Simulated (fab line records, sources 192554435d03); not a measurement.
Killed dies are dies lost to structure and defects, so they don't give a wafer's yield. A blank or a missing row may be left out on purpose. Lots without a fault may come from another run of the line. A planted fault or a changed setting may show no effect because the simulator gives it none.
Chamber matching | flow n5_finfet | N5_GATE_CUT_CMP_02 on cmp-04: 4 sister chambers
The step polishes, stops on SiO2, t overpolish 12.7 s, target thk 0 nm. 4 wafers are shown with their chamber, then 9 later ones without.

WAFERS WITH THEIR CHAMBER
wafer  | chamber | motor_current_A (A)
L087.1 | 2       | 9.4
L088.1 | 1       | 9.4
L088.5 | 3       | 11.5
L088.6 | 0       | 11.0

WAFERS WITHOUT THEIR CHAMBER
wafer  | motor_current_A (A)
L090.2 | 9.6
L090.5 | 9.0
L090.6 | 10.7
L093.3 | 10.3
L093.4 | 9.2
L093.5 | 8.9
L094.2 | 9.2
L094.3 | 10.7
L094.5 | 9.4

WHICH CHAMBER EACH WENT THROUGH
wafer  | from the rows above               | in truth
L090.2 | can't be placed: 1 or 2           | 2
L090.5 | can't be placed: 1 or 2           | 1
L090.6 | can't be placed: 0 or 3           | 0
L093.3 | can't be placed: 0 or 1 or 2 or 3 | 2
L093.4 | can't be placed: 1 or 2           | 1
L093.5 | can't be placed: 1 or 2           | 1
L094.2 | can't be placed: 1 or 2           | 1
L094.3 | can't be placed: 0 or 3           | 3
L094.5 | can't be placed: 1 or 2           | 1
Placed correctly: 0 of 9. Can't be placed from these rows: 9 (the true chamber is among the candidates in 9). Placed wrongly: 0.
How it was worked out, from the rows above alone: a wafer's distance from a chamber is the root of the sum, over the readings, of the square of ((its reading less the chamber's mean) divided by the reading's scatter). The wafer belongs to the nearest chamber; if the next one is less than 2 further off, it can't be placed. A chamber's mean is the mean of its shown wafers. The scatter: with one shown wafer a chamber, the root of the mean of the squares of how far each hidden wafer lies from its nearest shown one.
